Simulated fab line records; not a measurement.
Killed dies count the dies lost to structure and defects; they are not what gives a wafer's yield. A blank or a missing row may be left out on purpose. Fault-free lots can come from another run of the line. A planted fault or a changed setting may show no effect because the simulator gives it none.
fab line records ; flow n5Finfet
[record] lots = 7; wafers = 39
route steps=1938 shown WELL_APT@32 DUMMY_GATE@250 SD_EPI_N@277 MOL_CONTACT_COAG@544 BEOL_M4@1111
startH: hours from the record's opening day to when the first of the lot's shown wafers began ; waitH: hours since the lot's step before ; " repeats the value in the row above ; L1.1+2: a row that stands for several wafers ; - no value present, or no start provided ; * or withheld: withheld ; < > ~ a bound
route shown NAME@n: a module of which the file shows steps, and the number in the route of the first ; usual: mean and standard deviation over wafers with no fault ; same: alike in all rows ; chamber/n: place in a boat ; sites: readings site by site ; _std_site: standard deviation across them ; _edge_site: mean of outer sites minus mean of inner sites ; radiusMm: for every site, how far away it sits from the centre of the wafer ; mask NAME#n: copy n ; behind: tool/chamber where the wafer was last shaped ; hold: cause of the lot's hold/its duration in hours/its outcome ; device: names the non-switching transistor (n, p or np) ; end of line: tests of these same wafers at the route's end ; a step given without rows: its recipe and nothing more ; killed: dies that structure and defects cost at the first sort, which is not the same as the wafer's yield ; map: dies across one wafer; x = killed, . = not, _ = none there
set.NAME: the setting the step ran with; set.NAME@STEP: the setting that earlier step ran with ; model.NAME: the simulator's own value behind a step, which no gauge read
lots where settings were altered on purpose, with a table for each step and a row for each wafer
[[steps]]
[step N5_WELL_APT_IMPLANT_14]
[recipe] species = P; energyKev = 160; doseCm2 = 1.5e+13; tiltDeg = 0; rotationDeg = 0
[step N5_DUMMY_GATE_ETCH_42]
[recipe] chemistry = CHF3/O2; target = SiO2; targetDepthA = 35; timeS = 31; ionEnergyEv = 30; biasW = 12; pressureMtorr = 30; sourceW = 600; Ar_flow_sccm = 200; CHF3_flow_sccm = 50; O2_flow_sccm = 5
[step N5_SD_EPI_N_ETCHBACK_44]
[recipe] chemistry = CH3F/O2; mode = anisotropicEtchback; target = SiNx; targetDepthA = 145; stopOn = SiO2; overEtchFrac = 0.3; ionEnergyEv = 120; pressureMtorr = 30; sourceW = 395; biasW = 73; Ar_flow_sccm = 150; CH3F_flow_sccm = 30; O2_flow_sccm = 20
[step N5_MOL_CONTACT_COAG_ALD_20]
[recipe] material = TiN; targetThkA = 15; tempC = 400; aldPrecursorFamily = TiCl4; aldCoReactant = NH3; pulseTimeS = 1; purgeTimeS = 3; coReactantPurgeTimeS = 2; coReactantPulseTimeS = 2; aldCycles = 68; pressureTorr = 3
[step N5_MOL_CONTACT_COAG_ETCH_91]
[recipe] chemistry = N2/H2; target = SOC; targetDepthA = 600; overetchA = 210; maskMaterial = SiARC; tempC = 40; timeS = 101.2; ionEnergyEv = 200; pressureMtorr = 30; sourceW = 840; biasW = 150; n2FlowSccm = 200; h2FlowSccm = 200
[step N5_MOL_CONTACT_COAG_ETCHBACK_135]
[recipe] chemistry = CHF3; target = SiO2; targetDepthA = 250; timeS = 16.7; ionEnergyEv = 200; pressureMtorr = 30; sourceW = 610; biasW = 170; Ar_flow_sccm = 200; CHF3_flow_sccm = 50
[step N5_BEOL_M4_RC_MEAS_101]
[usual] RS_NWELL = 1035/6.5
lot.wafer;tool;chamber;startH;waitH;set.energyKev@WELL_APT_IMPLANT_14;set.biasW@DUMMY_GATE_ETCH_42;set.overEtchFrac@SD_EPI_N_ETCHBACK_44;set.coReactantPulseTimeS@MOL_CONTACT_COAG_ALD_20;set.targetDepthA@MOL_CONTACT_COAG_ETCH_91;set.timeS@MOL_CONTACT_COAG_ETCHBACK_135;RS_NWELL[ohm/sq]
L075.1;prober-01;0;273.92;0.0;160;12;0.2902;1.532;600;13.1;1031
L075.2;prober-01;0;273.92;0.0;144.6;12;0.2902;2;600;13.1;1092
L075.3;prober-01;0;273.92;0.0;144.6;12;0.3;1.532;666.3;16.7;1096
L075.4;prober-01;0;273.92;0.0;160;12;0.2902;2;666.3;16.7;1017
L075.5;prober-01;0;273.92;0.0;144.6;12;0.3;1.532;666.3;13.1;1097
L075.6;prober-01;0;273.92;0.0;160;12;0.3;2;600;16.7;1033
L081.1;prober-01;0;298.57;0.0;151.3;12;0.3;2;576.7;20.55;1069
L081.2;prober-01;0;298.57;0.0;151.3;12;0.3;1.73;576.7;16.7;1072
L081.3;prober-01;0;298.57;0.0;160;12;0.3;2;600;20.55;1036
L081.4;prober-01;0;298.57;0.0;151.3;12;0.3218;1.73;600;20.55;1058
L081.5;prober-01;0;298.57;0.0;160;12;0.3218;2;576.7;16.7;1031
L081.6;prober-01;0;298.57;0.0;160;12;0.3218;1.73;600;16.7;1030
L080.1;prober-01;0;305.30;0.0;160;12;0.3;2.173;600;16.7;1034
L080.2;prober-01;0;305.30;0.0;148;12.69;0.3;2.173;600;16.7;1082
L080.3;prober-01;0;305.30;0.0;160;12.69;0.3;2;568.9;16.7;1049
L080.4;prober-01;0;305.30;0.0;148;12.69;0.3;2;600;16.7;1078
L080.5;prober-01;0;305.30;0.0;160;12;0.3;2.173;568.9;16.7;1038
L080.6;prober-01;0;305.30;0.0;148;12;0.3;2;568.9;16.7;1075
L083.1;prober-01;0;309.95;0.0;151;12;0.3148;2.318;600;19.92;1086
L083.2;prober-01;0;309.95;0.0;151;12;0.3148;2;600;16.7;1071
L083.3;prober-01;0;309.95;0.0;160;12.7;0.3148;2;600;16.7;1035
L083.4;prober-01;0;309.95;0.0;151;12.7;0.3;2.318;600;19.92;1073
L083.5;prober-01;0;309.95;0.0;160;12;0.3;2;600;19.92;1049
L083.6;prober-01;0;309.95;0.0;160;12.7;0.3;2.318;600;16.7;1037
L089.1;prober-01;0;344.88;0.0;160;12;0.3;2;600;12.78;1042
L089.2;prober-01;0;344.88;0.0;160;12;0.3;2;600;16.7;1035
L089.3;prober-01;0;344.88;0.0;160;12;0.3178;2;600;16.7;1036
L089.4;prober-01;0;344.88;0.0;160;12;0.3178;2;600;12.78;1032
L089.5;prober-01;0;344.88;0.0;160;12;0.3178;2;600;16.7;1046
L089.6;prober-01;0;344.88;0.0;160;12;0.3;2;600;12.78;1037
L087.1;prober-01;0;353.43;0.0;160;12;0.3;2;600;16.7;1046
L087.2;prober-01;0;353.43;0.0;160;12;0.3;2;600;16.7;1040
L087.3;prober-01;0;353.43;0.0;160;12;0.3;2;600;16.7;1042
L090.1;prober-02;0;358.09;0.0;160;12;0.3237;2;545.5;16.7;1030
L090.2;prober-02;0;358.09;0.0;160;12;0.3237;1.671;600;16.7;1029
L090.3;prober-02;0;358.09;0.0;160;12;0.3;2;600;18.17;1028
L090.4;prober-02;0;358.09;0.0;160;12;0.3;2;545.5;18.17;1041
L090.5;prober-02;0;358.09;0.0;160;12;0.3237;1.671;545.5;18.17;1027
L090.6;prober-02;0;358.09;0.0;160;12;0.3;1.671;600;16.7;1039
[[key]]
[split] step = N5_WELL_APT_IMPLANT_14; setting = energyKev; statedAs = 160
[response] step = N5_BEOL_M4_RC_MEAS_101; reading = RS_NWELL; slope = -6.35; per = 1%; togetherWith = all; explained = 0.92
[split] step = N5_DUMMY_GATE_ETCH_42; setting = biasW; statedAs = 12
response none clear
[split] step = N5_SD_EPI_N_ETCHBACK_44; setting = overEtchFrac; statedAs = 0.3
response none clear
[split] step = N5_MOL_CONTACT_COAG_ALD_20; setting = coReactantPulseTimeS; statedAs = 2
response none clear
[split] step = N5_MOL_CONTACT_COAG_ETCH_91; setting = targetDepthA; statedAs = 600
response none clear
[split] step = N5_MOL_CONTACT_COAG_ETCHBACK_135; setting = timeS; statedAs = 16.7
response none clear
